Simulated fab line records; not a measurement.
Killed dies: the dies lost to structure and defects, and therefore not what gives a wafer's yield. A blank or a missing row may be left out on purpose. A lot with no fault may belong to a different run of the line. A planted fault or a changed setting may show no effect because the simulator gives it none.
Split-lot study / flow n5 finfet / 7 lots, 39 wafers read, on a route of 1938 steps

## ON THE SPLIT
At N5_MOL_CONTACT_COAG_EXPOSE_37 (exposes mask VD, defocus 0 nm), the setting dose mj was moved away from the recipe's 62 on 12 of the 39 wafers read, by -6.6% to +6.7%. For the rest of the wafers, this setting stayed at what the recipe calls for.

## FROM THE SPLIT TO THE READING: what the file shows between them, 5 steps
- N5_MOL_CONTACT_COAG_PEB_38: peb time 60 s
- N5_MOL_CONTACT_COAG_DEVELOP_39: develop time 30 s
- N5_MOL_CONTACT_COAG_CD_MEAS_40: target cd 25.1 nm
- N5_MOL_CONTACT_COAG_PRECLEAN_138: cleans in alkaline clean, time 60 s
- N5_MOL_CONTACT_COAG_SRD_139: time 30 s

## THE READING
Shown in nm: cd nm at N5_MOL_CONTACT_COAG_CD_MEAS_101, with target cd 16 nm. Typical for fault-free wafers on this fab line: 15.94 nm, with standard deviation 0.28 nm.

wafer=L074.1; tool, chamber at the split=euv scanner-02, 0; dose mj as run=62; against the recipe=recipe; cd nm, nm=16.32; against lot-mates on the recipe=-
wafer=L074.2; tool, chamber at the split=euv scanner-02, 0; dose mj as run=62; against the recipe=recipe; cd nm, nm=15.88; against lot-mates on the recipe=-
wafer=L074.3; tool, chamber at the split=euv scanner-02, 0; dose mj as run=62; against the recipe=recipe; cd nm, nm=16.28; against lot-mates on the recipe=-
wafer=L074.4; tool, chamber at the split=euv scanner-02, 0; dose mj as run=65.79; against the recipe=+6.1%; cd nm, nm=17.36; against lot-mates on the recipe=+1.20
wafer=L074.5; tool, chamber at the split=euv scanner-02, 0; dose mj as run=65.79; against the recipe=+6.1%; cd nm, nm=17.33; against lot-mates on the recipe=+1.17
wafer=L074.6; tool, chamber at the split=euv scanner-02, 0; dose mj as run=65.79; against the recipe=+6.1%; cd nm, nm=17.34; against lot-mates on the recipe=+1.18
wafer=L078.2; tool, chamber at the split=euv scanner-02, 0; dose mj as run=62; against the recipe=recipe; cd nm, nm=15.92; against lot-mates on the recipe=-
wafer=L078.4; tool, chamber at the split=euv scanner-02, 0; dose mj as run=62; against the recipe=recipe; cd nm, nm=15.87; against lot-mates on the recipe=-
wafer=L078.6; tool, chamber at the split=euv scanner-02, 0; dose mj as run=62; against the recipe=recipe; cd nm, nm=16.01; against lot-mates on the recipe=-
wafer=L080.1; tool, chamber at the split=euv scanner-02, 0; dose mj as run=62; against the recipe=recipe; cd nm, nm=16.26; against lot-mates on the recipe=-
wafer=L080.2; tool, chamber at the split=euv scanner-02, 0; dose mj as run=62; against the recipe=recipe; cd nm, nm=16.25; against lot-mates on the recipe=-
wafer=L080.3; tool, chamber at the split=euv scanner-02, 0; dose mj as run=62; against the recipe=recipe; cd nm, nm=15.84; against lot-mates on the recipe=-
wafer=L080.4; tool, chamber at the split=euv scanner-02, 0; dose mj as run=62; against the recipe=recipe; cd nm, nm=15.71; against lot-mates on the recipe=-
wafer=L080.5; tool, chamber at the split=euv scanner-02, 0; dose mj as run=62; against the recipe=recipe; cd nm, nm=15.82; against lot-mates on the recipe=-
wafer=L080.6; tool, chamber at the split=euv scanner-02, 0; dose mj as run=62; against the recipe=recipe; cd nm, nm=16.31; against lot-mates on the recipe=-
wafer=L081.1; tool, chamber at the split=euv scanner-02, 0; dose mj as run=62; against the recipe=recipe; cd nm, nm=16.14; against lot-mates on the recipe=-
wafer=L081.2; tool, chamber at the split=euv scanner-02, 0; dose mj as run=57.92; against the recipe=-6.6%; cd nm, nm=14.63; against lot-mates on the recipe=-1.25
wafer=L081.3; tool, chamber at the split=euv scanner-02, 0; dose mj as run=57.92; against the recipe=-6.6%; cd nm, nm=14.78; against lot-mates on the recipe=-1.10
wafer=L081.4; tool, chamber at the split=euv scanner-02, 0; dose mj as run=62; against the recipe=recipe; cd nm, nm=15.63; against lot-mates on the recipe=-
wafer=L081.5; tool, chamber at the split=euv scanner-02, 0; dose mj as run=62; against the recipe=recipe; cd nm, nm=15.86; against lot-mates on the recipe=-
wafer=L081.6; tool, chamber at the split=euv scanner-02, 0; dose mj as run=57.92; against the recipe=-6.6%; cd nm, nm=14.96; against lot-mates on the recipe=-0.92
wafer=L086.1; tool, chamber at the split=euv scanner-01, 0; dose mj as run=62; against the recipe=recipe; cd nm, nm=15.69; against lot-mates on the recipe=-
wafer=L086.2; tool, chamber at the split=euv scanner-01, 0; dose mj as run=62; against the recipe=recipe; cd nm, nm=16.05; against lot-mates on the recipe=-
wafer=L086.3; tool, chamber at the split=euv scanner-01, 0; dose mj as run=62; against the recipe=recipe; cd nm, nm=15.81; against lot-mates on the recipe=-
wafer=L086.4; tool, chamber at the split=euv scanner-01, 0; dose mj as run=62; against the recipe=recipe; cd nm, nm=15.77; against lot-mates on the recipe=-
wafer=L086.5; tool, chamber at the split=euv scanner-01, 0; dose mj as run=62; against the recipe=recipe; cd nm, nm=15.93; against lot-mates on the recipe=-
wafer=L086.6; tool, chamber at the split=euv scanner-01, 0; dose mj as run=62; against the recipe=recipe; cd nm, nm=15.99; against lot-mates on the recipe=-
wafer=L089.1; tool, chamber at the split=euv scanner-01, 0; dose mj as run=62; against the recipe=recipe; cd nm, nm=15.95; against lot-mates on the recipe=-
wafer=L089.2; tool, chamber at the split=euv scanner-01, 0; dose mj as run=66.15; against the recipe=+6.7%; cd nm, nm=17.13; against lot-mates on the recipe=+1.31
wafer=L089.3; tool, chamber at the split=euv scanner-01, 0; dose mj as run=66.15; against the recipe=+6.7%; cd nm, nm=17.14; against lot-mates on the recipe=+1.32
wafer=L089.4; tool, chamber at the split=euv scanner-01, 0; dose mj as run=66.15; against the recipe=+6.7%; cd nm, nm=17.45; against lot-mates on the recipe=+1.63
wafer=L089.5; tool, chamber at the split=euv scanner-01, 0; dose mj as run=62; against the recipe=recipe; cd nm, nm=15.83; against lot-mates on the recipe=-
wafer=L089.6; tool, chamber at the split=euv scanner-01, 0; dose mj as run=62; against the recipe=recipe; cd nm, nm=15.69; against lot-mates on the recipe=-
wafer=L093.1; tool, chamber at the split=euv scanner-02, 0; dose mj as run=65.28; against the recipe=+5.3%; cd nm, nm=16.84; against lot-mates on the recipe=+1.01
wafer=L093.2; tool, chamber at the split=euv scanner-02, 0; dose mj as run=62; against the recipe=recipe; cd nm, nm=15.65; against lot-mates on the recipe=-
wafer=L093.3; tool, chamber at the split=euv scanner-02, 0; dose mj as run=62; against the recipe=recipe; cd nm, nm=15.98; against lot-mates on the recipe=-
wafer=L093.4; tool, chamber at the split=euv scanner-02, 0; dose mj as run=65.28; against the recipe=+5.3%; cd nm, nm=16.48; against lot-mates on the recipe=+0.65
wafer=L093.5; tool, chamber at the split=euv scanner-02, 0; dose mj as run=65.28; against the recipe=+5.3%; cd nm, nm=16.16; against lot-mates on the recipe=+0.33
wafer=L093.6; tool, chamber at the split=euv scanner-02, 0; dose mj as run=62; against the recipe=recipe; cd nm, nm=15.86; against lot-mates on the recipe=-

THE FIT
A straight line over all 39 wafers: cd nm changes by +0.181 nm for each +1% of dose mj; r = +0.93; the points scatter about the line by 0.25 nm.
The same after taking each lot's own level away (the mean of its wafers on the recipe; 39 wafers): +0.178 nm for each +1%; r = +0.95; scatter 0.21 nm.
The reading moves by 1.2 nm for the largest change in dose mj, on that fit.
Across the lots, their own levels run from 15.823 to 16.160 nm, a range of 1.2 times the standard deviation given above.
Consequently the slope shifts little with the lot-to-lot level, the two slopes agreeing.
Check: for one of the wafers moved furthest among these (+6.7%), held out of the fit, the line's prediction against its lot-mates is +1.19 nm. It came out at +1.31 nm against them.

## THE WHOLE CHAIN: every reading that the file lists as answering this split, in the file's order
step=N5_MOL_CONTACT_COAG_CD_MEAS_40; what it does=target cd 25.1 nm; reading=cd nm; change (the file's fit)=+0.143 nm for each +1% of the setting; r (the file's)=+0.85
step=N5_MOL_CONTACT_COAG_CD_MEAS_101; what it does=target cd 16 nm; reading=cd nm; change (the file's fit)=+0.178 nm for each +1% of the setting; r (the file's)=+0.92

## THE FILE'S OWN FIT
cd nm changes by +0.178 nm for each +1% of dose mj, r = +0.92.
